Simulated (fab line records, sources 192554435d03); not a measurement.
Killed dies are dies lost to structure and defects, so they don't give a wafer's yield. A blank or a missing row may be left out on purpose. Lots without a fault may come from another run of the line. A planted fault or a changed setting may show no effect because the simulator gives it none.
Chamber matching | flow n5_finfet | N5_FIN_SAQP_ETCH_69 on rie_diel-06: 4 sister chambers
The step etches SOC in N2/H2, stops on SiNx, target depth 150 nm. 4 wafers are shown with their chamber, then 9 later ones without.

WAFERS WITH THEIR CHAMBER
wafer  | chamber | drypump_motor_current_A (A)
L088.6 | 0       | 4.8
L090.1 | 3       | 5.7
L091.5 | 1       | 6.2
L091.6 | 2       | 5.8

WAFERS WITHOUT THEIR CHAMBER
wafer  | drypump_motor_current_A (A)
L092.1 | 4.8
L092.2 | 5.8
L092.4 | 5.7
L095.3 | 5.7
L095.4 | 5.8
L095.6 | 5.7
L097.1 | 4.8
L097.3 | 5.7
L097.5 | 6.3

WHICH CHAMBER EACH WENT THROUGH
wafer  | from the rows above | in truth
L092.1 | 0                   | 0
L092.2 | 2                   | 2
L092.4 | 3                   | 3
L095.3 | 3                   | 3
L095.4 | 2                   | 2
L095.6 | 3                   | 3
L097.1 | 0                   | 0
L097.3 | 3                   | 3
L097.5 | 1                   | 1
Placed correctly: 9 of 9. Can't be placed from these rows: 0. Placed wrongly: 0.
How it was worked out, from the rows above alone: a wafer's distance from a chamber is the root of the sum, over the readings, of the square of ((its reading less the chamber's mean) divided by the reading's scatter). The wafer belongs to the nearest chamber; if the next one is less than 2 further off, it can't be placed. A chamber's mean is the mean of its shown wafers. The scatter: with one shown wafer a chamber, the root of the mean of the squares of how far each hidden wafer lies from its nearest shown one.
